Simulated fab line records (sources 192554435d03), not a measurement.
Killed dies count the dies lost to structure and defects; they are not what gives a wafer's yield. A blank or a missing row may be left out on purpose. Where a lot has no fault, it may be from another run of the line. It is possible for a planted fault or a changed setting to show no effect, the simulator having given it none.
Matching of chambers    flow n5 finfet    rie diel-05 running N5_HKMG_FIN_ETCH_31: 4 sister chambers
The step etches SiARC in CF4, target depth 45.5 nm, time 75.8 s. 8 wafers are shown with their chamber, then 7 later ones without.

== EACH WAFER AND ITS CHAMBER ==
wafer   chamber  etch rf on time s (s)  showerhead plenum p Torr (Torr)
L074.3  2        79                     2.19
L076.4  3        76                     2.18
L081.5  0        69                     2.10
L088.3  1        75                     2.23
L088.4  1        75                     2.23
L088.5  0        71                     2.09
L092.1  3        75                     2.16
L092.3  2        79                     2.18

== WAFERS WHOSE CHAMBER IS MISSING ==
wafer   etch rf on time s (s)  showerhead plenum p Torr (Torr)
L092.4  75                     2.23
L095.1  71                     2.09
L095.4  75                     2.16
L095.6  71                     2.09
L097.2  70                     2.08
L097.5  76                     2.18
L097.6  75                     2.16

== CHAMBER TAKEN BY EACH ==
wafer    from the rows above   in truth
L092.4   1                     1
L095.1   0                     0
L095.4   3                     3
L095.6   0                     0
L097.2   0                     0
L097.5   3                     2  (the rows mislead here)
L097.6   3                     3
Correctly placed: 6 of 7. Not placeable from these rows: 0. Placed wrongly: 1.
How it was worked out, from the rows above alone: a wafer's distance from a chamber is the root of the sum, over the readings, of the square of ((its reading less the chamber's mean) divided by the reading's scatter). The wafer belongs to the nearest chamber; if the next one is less than 2 further off, it can't be placed. Each chamber's mean is taken over the wafers shown for it. The scatter: take each reading less its chamber's mean, square it, sum over the shown wafers, divide by the number of wafers less the number of chambers, and take the root.
